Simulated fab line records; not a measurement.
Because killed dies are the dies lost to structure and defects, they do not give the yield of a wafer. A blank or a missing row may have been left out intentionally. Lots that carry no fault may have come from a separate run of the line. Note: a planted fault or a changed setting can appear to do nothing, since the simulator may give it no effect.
Which tool was responsible? | flow nand-harc | 12 lots, 32 wafers sampled, at 6 steps of a route of 1159

## WHAT THE GAUGES SHOWED, per wafer
NHARC_END_SORT_01. Usual: killed-at-array 28, standard deviation 11; killed-at-other 0.7, standard deviation 1.1; killed-at-periphery 2.9, standard deviation 2; killed-dies 32, standard deviation 11; killed-open 3.2, standard deviation 1.8; killed-short 2.0, standard deviation 1.4.
lot  | measured     | on        | killed-at-array | killed-at-other | killed-at-periphery | killed-dies | killed-open | killed-short | flag
L963 | day 25 04:35 | prober-01 | 21              | 0               | 34                  | 55          | 6           | 2            | OFF
L962 | day 26 03:12 | prober-02 | 39              | 0               | 27                  | 66          | 1           | 1            | OFF

## WHICH TOOL RAN EACH LOT (tool, then ch and the chambers of the sampled wafers, then the start)
lot  | NHARC_P_CONTACT_DESCUM_17          | NHARC_P_CONTACT_ETCH_18           | NHARC_P_CONTACT_DEGAS_38     | NHARC_P_CONTACT_CMP_24        | NHARC_P_M0_DESCUM_14
L944 | rie-diel-03 ch 1,2, day 5 16:23    | rie-diel-03 ch 0,2,3, day 5 16:51 | pvd-sputter-03, day 5 18:05  | cmp-02 ch 0,2, day 5 23:37    | rie-diel-07 ch 0,1,2, day 6 01:52
L947 | rie-diel-12 ch 0,1,3, day 6 06:33  | rie-diel-12 ch 0,1,2, day 6 07:04 | pvd-sputter-01, day 6 08:08  | cmp-01 ch 2,3, day 6 11:09    | rie-diel-01 ch 0,1,2, day 6 12:42
L949 | rie-diel-12 ch 1,3, day 6 13:05    | rie-diel-12 ch 0,3, day 6 13:40   | pvd-sputter-01, day 6 14:50  | cmp-02 ch 1,2,3, day 6 15:56  | rie-diel-11 ch 0,2, day 6 17:26
L951 | rie-diel-03 ch 0,2,3, day 7 11:23  | rie-diel-03 ch 1,2,3, day 7 11:53 | pvd-sputter-03, day 7 13:01  | cmp-04 ch 0,2, day 7 15:43    | rie-diel-11 ch 1,2,3, day 7 17:21
L952 | rie-diel-12 ch 0,1, day 7 11:52    | rie-diel-12 ch 1,2, day 7 12:20   | pvd-sputter-01, day 7 13:52  | cmp-02 ch 0,1,2, day 7 21:46  | rie-diel-01 ch 0,1, day 7 23:13
L953 | rie-diel-03 ch 0,3, day 7 22:50    | rie-diel-03 ch 2,3, day 7 23:18   | pvd-sputter-03, day 8 00:24  | cmp-02 ch 0,1, day 8 01:30    | rie-diel-07 ch 1,3, day 8 02:52
L957 | rie-diel-12 ch 0,1, day 8 18:02    | rie-diel-12 ch 0,1,2, day 8 18:40 | pvd-sputter-02, day 8 19:49  | cmp-04 ch 2,3, day 8 21:08    | rie-diel-01 ch 1,2, day 8 22:38
L959 | rie-diel-03 ch 0,1,3, day 9 11:22  | rie-diel-03 ch 0,1, day 9 11:49   | pvd-sputter-03, day 9 12:56  | cmp-01 ch 1,2, day 9 18:02    | rie-diel-01 ch 1,2,3, day 9 19:33
L963 | rie-diel-12 ch 1, day 10 05:11     | rie-diel-12 ch 3, day 10 05:43    | pvd-sputter-03, day 10 07:02 | cmp-01 ch 3, day 10 10:03     | rie-diel-11 ch 2, day 10 14:26
L962 | rie-diel-12 ch 1, day 10 05:36     | rie-diel-12 ch 3, day 10 06:34    | pvd-sputter-03, day 10 07:53 | cmp-02 ch 1, day 10 15:14     | rie-diel-01 ch 2, day 10 19:46
L967 | rie-diel-03 ch 0,1,2, day 11 03:01 | rie-diel-03 ch 0,1, day 11 03:50  | pvd-sputter-01, day 11 05:05 | cmp-04 ch 0,1, day 11 09:26   | rie-diel-07 ch 0,1,2, day 11 10:49
L966 | rie-diel-03 ch 0,1,2, day 11 11:38 | rie-diel-03 ch 0,1, day 11 12:07  | pvd-sputter-01, day 11 13:13 | cmp-01 ch 0,2,3, day 11 16:08 | rie-diel-11 ch 1,2,3, day 11 17:35
- NHARC_P_CONTACT_DESCUM_17: chemistry O2, time 3 s.
- NHARC_P_CONTACT_ETCH_18: etches the open film in C4F8/O2/Ar, target depth 481 nm, time 240.5 s.
- NHARC_P_CONTACT_DEGAS_38: time 60 s.
- NHARC_P_CONTACT_CMP_24: polishes, t overpolish 30 s, target thk 200 nm.
- NHARC_P_M0_DESCUM_14: chemistry O2, time 3 s.

## AS READ BY THE TOOLS THEMSELVES (means over the sampled wafers that have a number; for cases with no such wafer, the mark the record gives instead)
NHARC_P_CONTACT_DESCUM_17. Usual: drypump-motor-current-A 5.6 A, standard deviation 0.39; oes-product-au 1.000 a.u., standard deviation 0.012; rf-vpp-V 57.7 V, standard deviation 0.86; showerhead-plenum-p-Torr 1.88 Torr, standard deviation 0.084; throttle-valve-pct 11.312 %, standard deviation 0.0091.
lot  | tool        | drypump-motor-current-A (A) | oes-product-au (a.u.) | rf-vpp-V (V) | showerhead-plenum-p-Torr (Torr) | throttle-valve-pct (%) | flag
L944 | rie-diel-03 | 5.7                         | 1.011                 | 57.4         | 1.89                            | 11.311                 |
L947 | rie-diel-12 | 5.3                         | 0.994                 | 57.1         | 1.83                            | 11.318                 |
L949 | rie-diel-12 | 5.1                         | 1.002                 | 58.3         | 1.85                            | 11.314                 |
L951 | rie-diel-03 | 5.8                         | 1.007                 | 58.0         | 1.92                            | 11.315                 |
L952 | rie-diel-12 | 5.3                         | 0.996                 | 56.9         | 1.83                            | 11.315                 |
L953 | rie-diel-03 | 5.6                         | 1.015                 | 57.2         | 1.94                            | 11.309                 |
L957 | rie-diel-12 | 5.4                         | 0.992                 | 57.6         | 1.83                            | 11.315                 |
L959 | rie-diel-03 | 5.5                         | 1.008                 | 57.7         | 1.88                            | 11.311                 |
L963 | rie-diel-12 | 5.2                         | 1.001                 | 57.4         | 1.85                            | 11.308                 |
L962 | rie-diel-12 | 5.2                         | 0.999                 | 56.9         | 1.85                            | 11.306                 |
L967 | rie-diel-03 | 5.7                         | 0.988                 | 57.3         | 1.86                            | 11.314                 |
L966 | rie-diel-03 | 5.7                         | 0.981                 | 57.2         | 1.86                            | 11.313                 |

NHARC_P_CONTACT_ETCH_18. Usual: oes-product-au 0.960 a.u., standard deviation 0.02; rf-vpp-V 976 V, standard deviation 5.9.
lot  | tool        | oes-product-au (a.u.) | rf-vpp-V (V) | flag
L944 | rie-diel-03 | 0.986                 | 977          |
L947 | rie-diel-12 | 0.954                 | 977          |
L949 | rie-diel-12 | 0.921                 | 972          |
L951 | rie-diel-03 | 0.977                 | 981          |
L952 | rie-diel-12 | 0.962                 | 981          |
L953 | rie-diel-03 | 0.971                 | 983          |
L957 | rie-diel-12 | 0.955                 | 976          |
L959 | rie-diel-03 | 0.969                 | 971          |
L963 | rie-diel-12 | 0.976                 | 972          |
L962 | rie-diel-12 | 0.936                 | 973          |
L967 | rie-diel-03 | 0.953                 | 970          |
L966 | rie-diel-03 | 0.925                 | 971          |

NHARC_P_CONTACT_DEGAS_38. Usual: 485 W for heater-power-w, sd 53.
lot  | tool           | heater-power-w (W) | flag
L944 | pvd-sputter-03 | 495                |
L947 | pvd-sputter-01 | 476                |
L949 | pvd-sputter-01 | 442                |
L951 | pvd-sputter-03 | 472                |
L952 | pvd-sputter-01 | 448                |
L953 | pvd-sputter-03 | 521                |
L957 | pvd-sputter-02 | 496                |
L959 | pvd-sputter-03 | 437                |
L963 | pvd-sputter-03 | 534                |
L962 | pvd-sputter-03 | 528                |
L967 | pvd-sputter-01 | 488                |
L966 | pvd-sputter-01 | 474                |

NHARC_P_CONTACT_CMP_24. Usual: motor-current-A 12.0 A, standard deviation 1.1; overpolish-run-s 29.999 s, standard deviation 0.009; time-to-endpoint-s 39.8 s, standard deviation 2.9.
lot  | tool   | motor-current-A (A) | overpolish-run-s (s) | time-to-endpoint-s (s) | flag
L944 | cmp-02 | 12.1                | 29.996               | 44.1                   |
L947 | cmp-01 | 12.3                | 29.994               | 38.6                   |
L949 | cmp-02 | 12.0                | 29.996               | 45.4                   |
L951 | cmp-04 | 13.2                | 29.997               | 40.8                   |
L952 | cmp-02 | 12.8                | 30.001               | 41.6                   |
L953 | cmp-02 | 12.6                | 30.002               | 39.6                   |
L957 | cmp-04 | 11.1                | 30.002               | 40.9                   |
L959 | cmp-01 | 10.9                | 29.998               | 37.3                   |
L963 | cmp-01 | 12.1                | 29.993               | 37.6                   |
L962 | cmp-02 | 11.9                | 29.994               | 45.7                   |
L967 | cmp-04 | 11.9                | 30.009               | 41.8                   |
L966 | cmp-01 | 11.9                | 29.997               | 37.8                   |

NHARC_P_M0_DESCUM_14. Usual: drypump-motor-current-A 5.5 A, standard deviation 0.55; oes-product-au 0.996 a.u., standard deviation 0.01; rf-vpp-V 57.7 V, standard deviation 0.87; showerhead-plenum-p-Torr 1.90 Torr, standard deviation 0.076; throttle-valve-pct 11.311 %, standard deviation 0.0094.
lot  | tool        | drypump-motor-current-A (A) | oes-product-au (a.u.) | rf-vpp-V (V) | showerhead-plenum-p-Torr (Torr) | throttle-valve-pct (%) | flag
L944 | rie-diel-07 | 5.9                         | 0.988                 | 57.4         | 1.88                            | 11.323                 |
L947 | rie-diel-01 | 5.2                         | 0.994                 | 57.4         | 1.92                            | 11.312                 |
L949 | rie-diel-11 | 5.7                         | 1.005                 | 57.8         | 1.92                            | 11.302                 |
L951 | rie-diel-11 | 5.3                         | 0.998                 | 58.5         | 1.96                            | 11.310                 |
L952 | rie-diel-01 | 4.9                         | 0.987                 | 58.3         | 1.92                            | 11.312                 |
L953 | rie-diel-07 | 6.0                         | 0.991                 | 57.1         | 1.80                            | 11.311                 |
L957 | rie-diel-01 | 5.1                         | 0.975                 | 58.0         | 1.91                            | 11.299                 |
L959 | rie-diel-01 | 5.3                         | 0.992                 | 57.8         | 1.87                            | 11.307                 |
L963 | rie-diel-11 | 5.9                         | 1.004                 | 57.4         | 1.98                            | 11.318                 |
L962 | rie-diel-01 | 5.7                         | 0.994                 | 55.8         | 1.92                            | 11.317                 |
L967 | rie-diel-07 | 5.9                         | 0.999                 | 58.6         | 1.88                            | 11.304                 |
L966 | rie-diel-11 | 5.4                         | 0.997                 | 57.6         | 1.96                            | 11.311                 |

## THE ANSWER, worked out from the rows above alone
Rule: a lot is off if the mean of its wafers that have a number lies more than 3 standard deviations from the usual mean. A lot without any number at a reading at which 4 lots or more have one is off too. The other lots that the step has rows for count as sound. First the gauges in route order, then the tools' own readings, where a lot's mean is used as printed above. At the first step where some lot is off, the reading lying furthest off is the one used; lots without a number count as furthest.
Off at NHARC_END_SORT_01 (killed-at-periphery): L963, L962. Neither off nor sound, because the step has no rows for them: L944, L947, L949, L951, L952, L953, L957, L959, L967, L966.
A tool fits if, at a process step before that reading, it ran every lot that is off, and no sound lot after the first of them. Those tools and the gauges at NHARC_END_SORT_01 are tried in the same way. Undecided on this evidence; 2 tools fit (rie-diel-12 at NHARC_P_CONTACT_DESCUM_17 and NHARC_P_CONTACT_ETCH_18, pvd-sputter-03 at NHARC_P_CONTACT_DEGAS_38).

## WHAT WAS PUT IN BY THE SIMULATOR
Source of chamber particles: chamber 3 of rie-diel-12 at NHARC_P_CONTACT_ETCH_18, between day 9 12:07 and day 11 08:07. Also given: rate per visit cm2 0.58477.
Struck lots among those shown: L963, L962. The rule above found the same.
